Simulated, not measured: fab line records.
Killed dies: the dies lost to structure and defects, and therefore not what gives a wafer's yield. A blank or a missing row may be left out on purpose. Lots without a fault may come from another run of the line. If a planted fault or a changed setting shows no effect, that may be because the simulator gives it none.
A lot that was struck, set against a sound lot    flow n5 finfet    38 out of 1938 route steps
Sound: these wafers, L297.2, L297.3, L297.6. Struck: wafers L303.4, L303.5, L303.6. At the end, the cause is stated.
Order at every step that has rows: each side's tool, ch and its chambers, its first start. Under that, the readings that differ: sound wafers    struck wafers    difference of the means    sigmas: that difference in standard deviations of wafers without a fault.
alike: words and numbers the same on both sides, and readings whose means are apart by under 2 such deviations; not compared: readings that were withheld, readings missing a value for some wafer, numbers with overlapping values and no deviation given by the record, and bounds like >300 which may hide the same value.
Wherever a step has rows on one side only, a row that says differs or no value, or a row with sigmas, the two part there. Numbers that don't overlap but have no deviation are shown without sigmas and don't part them. Lack of a reading on every wafer of one side parts them only where that side has two or more wafers.

first, 9 steps without rows for these wafers: N5_BEOL_M4_ANNEAL_95 (time 240 s); N5_BEOL_M4_SPUTTER_96 (material Cu, target thk 4.5 nm, time 8.29 s); N5_BEOL_M4_ECD_50 (material Cu, target thk 300 nm); N5_BEOL_M4_ANNEAL_51 (time 90 s); N5_BEOL_M4_CMP_52 (polishes, stops on SiOC, t overpolish 6.8 s, target thk 40 nm); N5_BEOL_M4_PRE_CLEAN_60 (time 15 s); N5_BEOL_M4_CO_CAP_55 (material Co, precursor CCTBA/H2, target thk 2 nm, time 102.1 s); N5_BEOL_M4_PRE_CLEAN_56 (time 15 s); N5_BEOL_M4_DEP_57 (deposits SiCN from 3MS/NH3, target thk 8 nm, time 14 s).
N5_BEOL_M4_RC_MEAS_101:
  sound on prober-01 ch 0, day 11 20:59; struck on prober-01 ch 0, day 12 19:05
  alike: DIBL_N, DIBL_P, IOFF_N, IOFF_P, ION_N, ION_P, SS_N, SS_P, VT_N, VT_P
then, 24 steps without rows for these wafers: N5_BEOL_M5_ILD_DEP_00 (deposits SiCOH lowk from DEMS/porogen, target thk 140.64 nm, time 25.9 s); N5_BEOL_M5_CURE_79 (cures SiCOH lowk, time 240 s); N5_BEOL_M5_PECVD_70 (deposits SiO2 from TEOS/O2, target thk 16 nm, time 18 s); N5_BEOL_M5_HM_DEP_02 (deposits TiN, target thk 20 nm); N5_BEOL_M5_COAT_59 (time 60 s, resist thk 60 nm); N5_BEOL_M5_COAT_60 (time 60 s, resist thk 12 nm); N5_BEOL_M5_COAT_71 (time 60 s, resist thk 5 nm); N5_BEOL_M5_COAT_05 (resist thk 30 nm); N5_BEOL_M5_EBR_07; N5_BEOL_M5_SOFTBAKE_06 (time 60 s); N5_BEOL_M5_EXPOSE_08 (exposes mask M5, target cd 28 nm); N5_BEOL_M5_PEB_09 (peb time 60 s); N5_BEOL_M5_DEVELOP_10 (develop time 30 s); N5_BEOL_M5_DESCUM_16 (chemistry O2, time 7 s); N5_BEOL_M5_ETCH_72 (etches underlayer in N2/H2, target depth 6.5 nm, time 5.2 s); N5_BEOL_M5_ETCH_61 (etches SiARC in CF4, target depth 15.6 nm, time 26 s); N5_BEOL_M5_ETCH_62 (etches SOC in N2/H2, target depth 75 nm, overetch 15 nm, time 112.5 s); N5_BEOL_M5_STRIP_63 (strips in N2/H2); N5_BEOL_M5_STRIP_73 (strips in N2/H2); N5_BEOL_M5_STRIP_64 (strips in CF4); N5_BEOL_M5_HM_OPEN_17 (chemistry Cl2/BCl3, target TiN, target depth 20 nm, overetch 6 nm); N5_BEOL_M5_STRIP_19 (strips in O2); N5_BEOL_M5_COAT_65 (time 60 s, resist thk 60 nm); N5_BEOL_M5_COAT_66 (time 60 s, resist thk 12 nm).
-- record jumps: 2 days separate the struck wafers' starts on either side; left off in module BEOL_M5, taken up again in module BEOL_M10, whose first shown step is the route's number 1512 --
N5_BEOL_M10_TRENCH_ETCH_37: etches SiCOH lowk in C4F6/O2, target depth 148.83 nm, time 48 s.
  sound on rie diel-01 ch 0,2, day 14 01:24; struck on rie diel-04 ch 0,1,2, day 15 05:24
  no value came back on the struck wafers for any of 9 readings (C4F6_flow_sccm (sccm), O2_flow_sccm (sccm) and others); on the sound wafers C4F6_flow_sccm (sccm) reads 10.04 9.95 10.00
reading                                      sound     struck          difference  sigmas
model.TiN_of_BEOL_M10_HM_DEP_02.thk nm (nm)  16 16 16  20.2 20.2 20.2  +4.2        
  not compared: rf hours counter h
N5_BEOL_M10_OCD_MEAS_38:
  sound on ocd-02, day 14 01:35; struck on ocd-02, day 15 05:35
reading               sound              struck     difference  sigmas
trench depth nm (nm)  147.8 149.1 148.2  0.0 0.2 0  -148.3      -62
N5_BEOL_M10_CMP_52: polishes, stops on SiCOH lowk, t overpolish 7 s, target thk 140 nm.
  sound on cmp-04 ch 1,2,3, day 14 05:13; struck on cmp-04 ch 1,2,3, day 15 08:18
reading                                  sound            struck     difference  sigmas
model.Cu_of_BEOL_M10_ECD_50.thk nm (nm)  139 139.6 139.2  1.4 0 1.6  -138.3      
  alike: motor current A
-- a jump in the record: the struck wafers' starts before and after are 3 days apart (it breaks off in module BEOL_M10 and resumes in module PASSIVATION, where the first step shown is number 1936 of the route) --
N5_PASSIVATION_PROBE_49:
  sound on prober-02, day 16 11:13; struck on prober-02, day 18 06:49
reading                   sound           struck          difference  sigmas
defect limited yield (%)  90.6 90.7 89.8  0 0 0           -90         -60
killed_at_M4_up           8 14 12         1068 1087 1065  +1062       +99 or more
killed dies               111 110 120     1180 1180 1180  +1066       +63
killed on rim             19 15 16        152 152 152     +135        +31
sort_bin_5_function (%)   5.5 5.7 5.6     95.8 96.6 96.1  +90.6       +96
sort n pass               1069 1070 1060  0 0 0           -1066       -63
sort yield pct (%)        90.6 90.7 89.8  0 0 0           -90         -60
  alike: killed_at_M0_to_M3, killed at contacts, killed at front end, killed at other, killed open, killed short, sort_bin_6_memory

WHERE THEY PART
At N5_BEOL_M10_TRENCH_ETCH_37 first; at N5_PASSIVATION_PROBE_49 last (within this record only).

WHY: what the simulator had put in
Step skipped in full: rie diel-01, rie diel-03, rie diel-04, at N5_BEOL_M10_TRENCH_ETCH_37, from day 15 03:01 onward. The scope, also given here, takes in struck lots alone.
